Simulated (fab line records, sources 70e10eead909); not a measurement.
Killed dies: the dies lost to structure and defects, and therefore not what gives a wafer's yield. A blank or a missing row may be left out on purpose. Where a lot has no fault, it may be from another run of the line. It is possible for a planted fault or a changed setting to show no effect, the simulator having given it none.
A struck lot beside a sound one + flow nand harc + 14 out of 1302 route steps
Sound: wafers L663.2, L663.4, L663.6. Wafers struck: L670.3, L670.5, L670.6. Last of all comes the cause.
At each step with rows: each side's tool, then ch and its chambers, then its first start. Under that, the readings that differ: sound wafers + struck wafers + difference of the means + sigmas: that difference in standard deviations of wafers without a fault.
alike: same words and numbers on both sides, and readings whose means sit less than 2 such deviations apart. not compared: any withheld reading, any reading some wafer has no value for, any bound like >300 that may hide the same value, and any number with overlapping values for which the record gives no deviation.
A row with sigmas, a row that says differs or no value, or rows on one side alone: a step with any of these is where the two part. Non-overlapping numbers with no deviation appear without sigmas and do not part them. A reading missing from all wafers of one side parts the sides only when that side holds two or more wafers.

first, 1 step without rows for these wafers: NHARC_A_STAIRCASE_SRD_474.
NHARC_A_STAIRCASE_INSPECT_155:
  sound on defect inspect-01, day 19 21:18; struck on defect inspect-01, day 23 03:28
  alike: raw defect count
NHARC_A_SGD_CUT_DEP_00: deposits SiNx, target thk 50 nm.
  sound on pecvd-01 ch 0,2, day 19 21:24; struck on pecvd-03 ch 0,2, day 23 03:35
  alike: heater power w
then, 9 steps without rows for these wafers: NHARC_A_SGD_CUT_DEHYDRATE_01 (time 120 s); NHARC_A_SGD_CUT_HMDS_02 (time 30 s); NHARC_A_SGD_CUT_COAT_56 (time 75 s); NHARC_A_SGD_CUT_COAT_57 (time 65 s); NHARC_A_SGD_CUT_COAT_03 (resist thk 90 nm); NHARC_A_SGD_CUT_SOFTBAKE_04 (time 55 s); NHARC_A_SGD_CUT_EBR_05; NHARC_A_SGD_CUT_EXPOSE_06 (exposes mask SGD); NHARC_A_SGD_CUT_PEB_07 (peb time 65 s).
NHARC_A_SGD_CUT_DEVELOP_08: develop time 35 s.
  struck on litho track-04, day 23 04:00; sound on litho track-06 ch 0, day 19 21:00
  no value came back on the struck wafers for chill plate temp C (C), develop time s (s), exhaust pa (Pa); on the sound wafers chill plate temp C (C) reads 22.90 22.88 22.97
NHARC_A_SGD_CUT_CD_MEAS_09 targets a cd of 100 nm.
  sound on cd sem-03 ch 0, day 19 21:58; struck on cd sem-03 ch 0, day 23 04:08
| reading    | sound            | struck | difference                    | sigmas |
|------------|------------------|--------|-------------------------------|--------|
| cd nm (nm) | 100.4 100.4 99.7 | - - -  | no value on the struck wafers |        |

== WHERE THEY PART ==
First at NHARC_A_SGD_CUT_DEVELOP_08; last, within this record, at NHARC_A_SGD_CUT_CD_MEAS_09.

WHY: what had been put in by the simulator
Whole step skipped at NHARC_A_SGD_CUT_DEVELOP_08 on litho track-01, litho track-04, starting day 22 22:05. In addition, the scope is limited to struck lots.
